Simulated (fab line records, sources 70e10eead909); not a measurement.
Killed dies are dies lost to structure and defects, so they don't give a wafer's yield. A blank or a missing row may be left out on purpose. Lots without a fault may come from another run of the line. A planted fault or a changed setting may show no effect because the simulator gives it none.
Chamber matching | flow nand_harc | NHARC_A_STAIRCASE_DESCUM_443 on rie_diel-06: 4 sister chambers
The step chemistry O2, time 3 s. 27 wafers are shown with their chamber, then 12 later ones without.

WAFERS WITH THEIR CHAMBER
wafer  | chamber | showerhead_plenum_p_Torr (Torr) | drypump_motor_current_A (A) | oes_product_au (a.u.)
L074.1 | 3       | 2.01                            | 5.76                        | 0.977
L074.5 | 1       | 1.92                            | 6.07                        | 0.976
L074.6 | 0       | 1.78                            | 5.40                        | 1.002
L082.3 | 0       | 1.77                            | 5.38                        | 1.011
L082.4 | 1       | 1.91                            | 6.09                        | 0.987
L082.6 | 1       | 1.91                            | 6.09                        | 0.986
L085.1 | 3       | 2.00                            | 5.74                        | 0.977
L085.4 | 1       | 1.91                            | 6.05                        | 0.992
L085.5 | 3       | 2.00                            | 5.76                        | 0.976
L085.2 | 0       | 1.77                            | 5.40                        | 1.000
L085.3 | 2       | 1.83                            | 6.08                        | 0.985
L085.6 | 0       | 1.77                            | 5.40                        | 0.998
L088.1 | 3       | 2.00                            | 5.70                        | 0.982
L088.4 | 0       | 1.77                            | 5.41                        | 1.006
L088.5 | 3       | 2.00                            | 5.73                        | 0.978
L086.1 | 1       | 1.91                            | 6.08                        | 0.987
L086.2 | 3       | 2.00                            | 5.74                        | 0.975
L086.6 | 2       | 1.83                            | 6.02                        | 0.987
L086.3 | 2       | 1.83                            | 6.04                        | 0.987
L086.4 | 0       | 1.77                            | 5.43                        | 1.005
L086.5 | 1       | 1.91                            | 6.10                        | 0.999
L089.2 | 2       | 1.82                            | 6.05                        | 0.983
L089.3 | 3       | 1.99                            | 5.75                        | 0.986
L089.6 | 1       | 1.90                            | 6.08                        | 0.992
L091.2 | 0       | 1.77                            | 5.43                        | 0.996
L091.3 | 1       | 1.90                            | 6.07                        | 0.984
L091.4 | 2       | 1.82                            | 6.05                        | 0.983

SIGNATURES (means of the wafers above)
reading                  | chamber 0 | chamber 1 | chamber 2 | chamber 3 | scatter within a chamber
showerhead_plenum_p_Torr | 1.7714    | 1.9087    | 1.8260    | 2.0000    | 0.00549
drypump_motor_current_A  | 5.4071    | 6.0788    | 6.0480    | 5.7400    | 0.0188
oes_product_au           | 1.00257   | 0.98787   | 0.98500   | 0.97871   | 0.00505
Rule: a wafer's distance from a chamber is the root of the sum, over the readings, of the square of ((its reading less the chamber's mean) divided by the reading's scatter). The wafer belongs to the nearest chamber; if the next one is less than 2 further off, it can't be placed. The scatter: the root of (the sum of the squares of (reading less its chamber's mean) over the shown wafers, divided by (wafers less chambers)).

WAFERS WITHOUT THEIR CHAMBER
wafer  | showerhead_plenum_p_Torr (Torr) | drypump_motor_current_A (A) | oes_product_au (a.u.)
L093.1 | 1.82                            | 6.05                        | 0.990
L093.5 | 1.76                            | 5.41                        | 0.998
L093.6 | 1.99                            | 5.77                        | 0.976
L095.2 | 1.82                            | 6.04                        | 1.008
L095.3 | 1.90                            | 6.06                        | 0.990
L095.6 | 1.82                            | 6.04                        | 1.005
L097.2 | 1.90                            | 6.12                        | 0.994
L097.3 | 1.82                            | 6.07                        | 0.994
L097.5 | 2.07                            | 5.39                        | 0.997
L097.1 | 2.07                            | 5.39                        | 1.006
L097.4 | 1.82                            | 6.03                        | 0.997
L097.6 | 1.90                            | 6.11                        | 0.981

WHICH CHAMBER EACH WENT THROUGH
wafer  | from the rows above | in truth
L093.1 | 2                   | 2
L093.5 | 0                   | 0
L093.6 | 3                   | 3
L095.2 | 2                   | 2
L095.3 | 1                   | 1
L095.6 | 2                   | 2
L097.2 | 1                   | 1
L097.3 | 2                   | 2
L097.5 | 3                   | 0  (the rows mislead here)
L097.1 | 3                   | 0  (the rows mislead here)
L097.4 | 2                   | 2
L097.6 | 1                   | 1
Placed correctly: 10 of 12. Can't be placed from these rows: 0. Placed wrongly: 2.
